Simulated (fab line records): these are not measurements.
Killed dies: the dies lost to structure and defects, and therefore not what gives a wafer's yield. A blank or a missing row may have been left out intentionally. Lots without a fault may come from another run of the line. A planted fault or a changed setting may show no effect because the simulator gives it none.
Which of the tools did it? | flow nand-harc | 11 lots with 32 wafers sampled at 2 steps, on a route of 1159 steps

== WHAT THE GAUGES SHOWED, per wafer ==
NHARC_A_BLC_CD_MEAS_10: target cd 100 nm.
lot  | measured     | on        | cd-nm (nm)
L603 | day 17 14:37 | cd-sem-02 | 100.1 99.6 100.6
L604 | day 17 16:37 | cd-sem-01 | 100.6 101.1 100.9
L608 | day 18 02:17 | cd-sem-02 | 101.1 99.8 101.2
L605 | day 18 02:20 | cd-sem-01 | 100.0 101.1 100.5
L614 | day 20 03:35 | cd-sem-03 | 100.3 110.8
L618 | day 21 01:05 | cd-sem-03 | 100.5 99.9 100.1
L619 | day 21 14:16 | cd-sem-03 | 100.8 100.1 101.2
L621 | day 22 01:12 | cd-sem-01 | 99.7 99.5 100.5
L620 | day 22 03:44 | cd-sem-03 | 100.0 100.6 100.0
L624 | day 22 22:52 | cd-sem-03 | 100.7 101.5 101.4
L626 | day 23 07:28 | cd-sem-03 | 100.9 100.9 100.2

== WHICH TOOL RAN EACH LOT (tool, then ch and the chambers of the sampled wafers, then the start) ==
lot  | NHARC_A_BLC_PEB_08
L603 | litho-track-06 ch 0, day 17 14:32
L604 | litho-track-04 ch 0, day 17 16:31
L608 | litho-track-04 ch 0, day 18 02:13
L605 | litho-track-01 ch 0, day 18 02:16
L614 | litho-track-04 ch 0, day 20 03:31
L618 | litho-track-06 ch 0, day 21 01:00
L619 | litho-track-06 ch 0, day 21 14:11
L621 | litho-track-06 ch 0, day 22 01:07
L620 | litho-track-06 ch 0, day 22 03:40
L624 | litho-track-06 ch 0, day 22 22:47
L626 | litho-track-06 ch 0, day 23 07:23
- NHARC_A_BLC_PEB_08: peb time 65 s.

== THE ANSWER, worked out from the rows above alone ==
Rule: the lots themselves supply what counts as usual. The widest of any qualifying gaps counts: lots, ordered by their means at a reading, are off when they make up no more than a third of the lots, leave a main group of 4 or more, and stand apart from it by 3 or more times the standard deviation of that group's means. A main group whose means are all the same, to the digits that the tables above print for the reading, isn't used. Also off: a lot with no number at a reading for which 4 or more lots have one. Any other lot the step has rows for is counted as sound.
Off: L614, at NHARC_A_BLC_CD_MEAS_10 (cd-nm). Main group: mean 100.5 nm, sd 0.38.
A tool fits if, at a process step before that reading, it ran every lot that is off, and no sound lot after the first of them. Those tools and the gauges at NHARC_A_BLC_CD_MEAS_10 are tried in the same way. One fits: litho-track-04 at NHARC_A_BLC_PEB_08. Its last sound lot is L608 (day 18 02:13), its first lot that is off L614 (day 20 03:31): a fault that began between those two fits.

== WHAT WAS PUT IN BY THE SIMULATOR ==
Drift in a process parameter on litho-track-04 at NHARC_A_BLC_PEB_08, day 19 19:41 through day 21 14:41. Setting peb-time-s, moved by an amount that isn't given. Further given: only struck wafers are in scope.
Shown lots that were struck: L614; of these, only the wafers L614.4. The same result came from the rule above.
